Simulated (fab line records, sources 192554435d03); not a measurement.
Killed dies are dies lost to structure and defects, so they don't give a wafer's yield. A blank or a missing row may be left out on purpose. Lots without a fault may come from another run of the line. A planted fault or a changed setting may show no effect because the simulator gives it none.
Which tool did it? | flow n5_finfet | 11 lots, 33 wafers sampled, at 4 steps of a route of 1938

WHAT THE GAUGES READ, wafer by wafer
N5_BEOL_M15_INSPECT_30: inspects for defects (macro). Usual: raw_defect_count 2.0, standard deviation 1.4.
lot  | measured     | on                | raw_defect_count | flag
L961 | day 11 16:02 | defect_inspect-02 | 0 2 3            |
L962 | day 11 16:29 | defect_inspect-02 | 1 2 2            |
L960 | day 11 16:47 | defect_inspect-01 | 2 1 0            |
L964 | day 12 12:16 | defect_inspect-01 | 3 0 4            |
L965 | day 12 19:58 | defect_inspect-02 | 0 1 4            |
L968 | day 13 15:26 | defect_inspect-01 | 5 4 1            |
L974 | day 15 08:58 | defect_inspect-02 | 1 1 1            |
L975 | day 15 11:50 | defect_inspect-01 | 4 3 3            |
L978 | day 16 10:53 | defect_inspect-02 | 3 4 3            |
L980 | day 17 13:16 | defect_inspect-01 | 1 1 4            |
L982 | day 17 22:16 | defect_inspect-01 | 3 0 4            |

WHICH TOOL RAN EACH LOT (tool, then ch and the chambers of the sampled wafers, then the start)
lot  | N5_BEOL_M15_VIA_ETCH_16            | N5_BEOL_M15_STRIP_64                          | N5_BEOL_M15_COAT_56
L961 | rie_diel-06 ch 0,1,3, day 11 14:35 | rie_diel-06 ch 0,1,3, day 11 15:02 or earlier | litho_track-04 ch 0, day 11 15:02
L962 | rie_diel-05 ch 2,3, day 11 15:08   | rie_diel-05 ch 2,3, day 11 15:35 or earlier   | litho_track-03 ch 0, day 11 15:35
L960 | rie_diel-06 ch 0,2, day 11 15:27   | rie_diel-06 ch 0,2, day 11 15:54 or earlier   | litho_track-04 ch 0, day 11 15:54
L964 | rie_diel-05 ch 1,2,3, day 12 10:47 | rie_diel-05 ch 1,2,3, day 12 11:15 or earlier | litho_track-03 ch 0, day 12 11:15
L965 | rie_diel-05 ch 0,1,2, day 12 18:29 | rie_diel-05 ch 0,1,2, day 12 18:56 or earlier | litho_track-04 ch 0, day 12 18:56
L968 | rie_diel-06 ch 0,1,3, day 13 13:58 | rie_diel-06 ch 0,1,3, day 13 14:25 or earlier | litho_track-03 ch 0, day 13 14:25
L974 | rie_diel-05 ch 0,2,3, day 15 07:37 | rie_diel-05 ch 0,2,3, day 15 08:04 or earlier | litho_track-03 ch 0, day 15 08:04
L975 | rie_diel-02 ch 0,1,2, day 15 10:20 | rie_diel-02 ch 0,1,2, day 15 10:47 or earlier | litho_track-03 ch 0, day 15 10:47
L978 | rie_diel-06 ch 1,2,3, day 16 09:04 | rie_diel-06 ch 1,2,3, day 16 09:31 or earlier | litho_track-05 ch 0, day 16 09:31
L980 | rie_diel-02 ch 0,1,2, day 17 11:48 | rie_diel-02 ch 0,1,2, day 17 12:16 or earlier | litho_track-04 ch 0, day 17 12:16
L982 | rie_diel-05 ch 1,2,3, day 17 20:48 | rie_diel-05 ch 1,2,3, day 17 21:15 or earlier | litho_track-04 ch 0, day 17 21:15
- N5_BEOL_M15_VIA_ETCH_16: etches SiO2 in C4F8/O2/Ar, target depth 1792.2 nm.
- N5_BEOL_M15_STRIP_64: strips in O2.
- N5_BEOL_M15_COAT_56: time 60 s, resist thk 550 nm.

WHAT THE TOOLS THEMSELVES READ (means of the sampled wafers that have a number; where no wafer has one, the mark that the record gives instead)
N5_BEOL_M15_VIA_ETCH_16. Usual: drypump_motor_current_A 5.7 A, standard deviation 0.42; oes_product_au 0.73 a.u., standard deviation 0.083; rf_vpp_V 2200 V, standard deviation 38; showerhead_plenum_p_Torr 3.46 Torr, standard deviation 0.11; throttle_valve_pct 30.86 %, standard deviation 0.19.
lot  | tool        | drypump_motor_current_A (A) | oes_product_au (a.u.) | rf_vpp_V (V) | showerhead_plenum_p_Torr (Torr) | throttle_valve_pct (%) | flag
L961 | rie_diel-06 | 5.5                         | 0.76                  | 2222         | 3.41                            | 30.68                  |
L962 | rie_diel-05 | 5.7                         | 0.65                  | 2190         | 3.46                            | 31.01                  |
L960 | rie_diel-06 | 5.4                         | 0.62                  | 2175         | 3.30                            | 30.81                  |
L964 | rie_diel-05 | 5.7                         | 0.66                  | 2198         | 3.46                            | 30.89                  |
L965 | rie_diel-05 | 5.5                         | 0.74                  | 2222         | 3.46                            | 30.84                  |
L968 | rie_diel-06 | 5.5                         | 0.74                  | 2221         | 3.40                            | 30.71                  |
L974 | rie_diel-05 | 5.5                         | 0.78                  | 2213         | 3.44                            | 30.87                  |
L975 | rie_diel-02 | 6.0                         | 0.73                  | 2189         | 3.49                            | 30.93                  |
L978 | rie_diel-06 | 5.8                         | 0.80                  | 2238         | 3.45                            | 30.78                  |
L980 | rie_diel-02 | 6.0                         | 0.71                  | 2188         | 3.48                            | 30.94                  |
L982 | rie_diel-05 | 5.7                         | 0.71                  | 2196         | 3.44                            | 30.80                  |

N5_BEOL_M15_STRIP_64. Usual: drypump_motor_current_A 5.7 A, standard deviation 0.42; oes_product_au 0.80 a.u., standard deviation 0.093; rf_vpp_V 3.6 V, standard deviation 0.52; showerhead_plenum_p_Torr 2.11 Torr, standard deviation 0.072; throttle_valve_pct 16.65 %, standard deviation 0.2.
lot  | tool        | drypump_motor_current_A (A) | oes_product_au (a.u.) | rf_vpp_V (V) | showerhead_plenum_p_Torr (Torr) | throttle_valve_pct (%) | flag
L961 | rie_diel-06 | 5.4                         | 0.83                  | 4.1          | 2.08                            | 16.60                  |
L962 | rie_diel-05 | 5.7                         | 0.71                  | 3.5          | 2.10                            | 16.77                  |
L960 | rie_diel-06 | 5.4                         | 0.68                  | 3.3          | 2.01                            | 16.81                  |
L964 | rie_diel-05 | 5.7                         | 0.73                  | 3.6          | 2.10                            | 16.64                  |
L965 | rie_diel-05 | 5.5                         | 0.82                  | 3.6          | 2.10                            | 16.55                  |
L968 | rie_diel-06 | 5.5                         | 0.81                  | 3.3          | 2.08                            | 16.62                  |
L974 | rie_diel-05 | 5.5                         | 0.86                  | 4.1          | 2.09                            | 16.56                  |
L975 | rie_diel-02 | 6.0                         | 0.80                  | 3.5          | 2.14                            | 16.74                  |
L978 | rie_diel-06 | 5.7                         | 0.88                  | 3.3          | 2.10                            | 16.50                  |
L980 | rie_diel-02 | 6.0                         | 0.78                  | 3.6          | 2.13                            | 16.77                  |
L982 | rie_diel-05 | 5.7                         | 0.78                  | 4.1          | 2.09                            | 16.55                  |

N5_BEOL_M15_COAT_56. Usual: chill_plate_temp_C 22.99 C, standard deviation 0.095; heater_power_total_W 500.4 W, standard deviation 1.8; plate_temp_C 250.00 C, standard deviation 0.18.
lot  | tool           | chill_plate_temp_C (C) | heater_power_total_W (W) | plate_temp_C (C) | flag
L961 | litho_track-04 | 23.02                  | 502.0                    | 249.88           |
L962 | litho_track-03 | 23.10                  | 501.3                    | 249.98           |
L960 | litho_track-04 | 22.87                  | 501.0                    | 249.97           |
L964 | litho_track-03 | 23.08                  | 501.3                    | 250.07           |
L965 | litho_track-04 | 23.08                  | 499.9                    | 250.39           |
L968 | litho_track-03 | 22.88                  | 499.0                    | 249.96           |
L974 | litho_track-03 | 23.00                  | 521.4                    | 258.24           | OFF
L975 | litho_track-03 | 22.99                  | 520.0                    | 258.08           | OFF
L978 | litho_track-05 | 23.00                  | 500.9                    | 249.96           |
L980 | litho_track-04 | 23.03                  | 500.5                    | 249.84           |
L982 | litho_track-04 | 22.93                  | 499.6                    | 249.83           |

THE ANSWER, worked out from the rows above alone
Rule: a lot is off if the mean of its wafers that have a number lies more than 3 standard deviations from the usual mean. A lot without any number at a reading at which 4 lots or more have one is off too. The other lots that the step has rows for count as sound. The gauges are gone through in route order, then the tools' own readings, and for those a lot's mean is taken as printed above. The first step at which some lot is off is used, and at that step the reading that is off furthest; a lot without a number counts as furthest.
Off: L974, L975, at N5_BEOL_M15_COAT_56 (plate_temp_C).
A tool fits if, at that step or a process step before it, it ran every lot that is off, and no sound lot after the first of them. N5_BEOL_M15_STRIP_64 gives no start for some lots, so the hours and the order of its lots are those of N5_BEOL_M15_COAT_56. One fits: litho_track-03 at N5_BEOL_M15_COAT_56. Its last sound lot is L968 (day 13 14:25), its first lot that is off L974 (day 15 08:04): a fault that began between those two fits.
The tool's own readings at N5_BEOL_M15_COAT_56 bear it out: on the lots that are off they differ by more than 5 times the standard deviation of the sound lots' means. heater_power_total_W reads 520.7 W there against 500.6 W on the sound lots; plate_temp_C reads 258.16 C there against 249.99 C on the sound lots.

WHAT THE SIMULATOR HAD PUT IN
Process parameter drift: litho_track-03, from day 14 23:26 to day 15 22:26, at N5_BEOL_M15_COAT_56. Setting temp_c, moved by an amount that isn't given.
Lots struck among those shown: L974, L975. The rule above found the same.
